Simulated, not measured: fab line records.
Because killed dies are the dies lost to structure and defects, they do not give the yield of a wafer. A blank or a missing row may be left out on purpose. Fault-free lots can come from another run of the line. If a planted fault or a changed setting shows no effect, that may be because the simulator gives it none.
Chamber matching :: flow n5Finfet :: 4 sister chambers for N5_BEOL_M5_STRIP_19 on rieDiel-04
The step strips in O2. 7 wafers are shown with their chamber, then 8 later ones without.

== WAFERS, EACH WITH ITS CHAMBER ==
wafer: L082.2
chamber: 1
drypumpMotorCurrentA (A): 5.5
showerheadPlenumPTorr (Torr): 2.15

wafer: L082.5
chamber: 1
drypumpMotorCurrentA (A): 5.5
showerheadPlenumPTorr (Torr): 2.15

wafer: L083.2
chamber: 2
drypumpMotorCurrentA (A): 4.8
showerheadPlenumPTorr (Torr): 2.05

wafer: L084.1
chamber: 0
drypumpMotorCurrentA (A): 6.0
showerheadPlenumPTorr (Torr): 2.00

wafer: L084.5
chamber: 3
drypumpMotorCurrentA (A): 4.9
showerheadPlenumPTorr (Torr): 2.06

wafer: L084.6
chamber: 0
drypumpMotorCurrentA (A): 6.1
showerheadPlenumPTorr (Torr): 2.00

wafer: L089.1
chamber: 3
drypumpMotorCurrentA (A): 4.9
showerheadPlenumPTorr (Torr): 2.05

== WAFERS WITHOUT THEIR CHAMBER ==
wafer: L089.3
drypumpMotorCurrentA (A): 5.5
showerheadPlenumPTorr (Torr): 2.14

wafer: L089.6
drypumpMotorCurrentA (A): 4.9
showerheadPlenumPTorr (Torr): 2.05

wafer: L091.1
drypumpMotorCurrentA (A): 5.5
showerheadPlenumPTorr (Torr): 2.14

wafer: L091.3
drypumpMotorCurrentA (A): 4.9
showerheadPlenumPTorr (Torr): 2.05

wafer: L091.4
drypumpMotorCurrentA (A): 4.9
showerheadPlenumPTorr (Torr): 2.04

wafer: L095.1
drypumpMotorCurrentA (A): 5.5
showerheadPlenumPTorr (Torr): 2.14

wafer: L095.2
drypumpMotorCurrentA (A): 6.1
showerheadPlenumPTorr (Torr): 1.99

wafer: L095.5
drypumpMotorCurrentA (A): 6.0
showerheadPlenumPTorr (Torr): 1.99

== WHICH CHAMBER EACH ONE RAN IN ==
wafer: L089.3
from the rows above: 1
in truth: 1

wafer: L089.6
from the rows above: can't be placed: 3 or 2
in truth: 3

wafer: L091.1
from the rows above: 1
in truth: 1

wafer: L091.3
from the rows above: can't be placed: 3 or 2
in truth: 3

wafer: L091.4
from the rows above: can't be placed: 2 or 3
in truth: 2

wafer: L095.1
from the rows above: 1
in truth: 1

wafer: L095.2
from the rows above: 0
in truth: 0

wafer: L095.5
from the rows above: 0
in truth: 0
5 of 8 placed correctly. Unplaceable from these rows: 3, with the true chamber sitting among the candidates in 3. Number placed wrongly: 0.
How it was worked out, from the rows above alone: a wafer's distance from a chamber is the root of the sum, over the readings, of the square of ((its reading less the chamber's mean) divided by the reading's scatter). If the next closest chamber is less than 2 further off than the closest, the wafer can't be placed; otherwise it belongs to the closest. The mean given for a chamber averages the wafers shown for that chamber. The scatter: take each reading less its chamber's mean, square it, sum over the shown wafers, divide by the number of wafers less the number of chambers, and take the root.
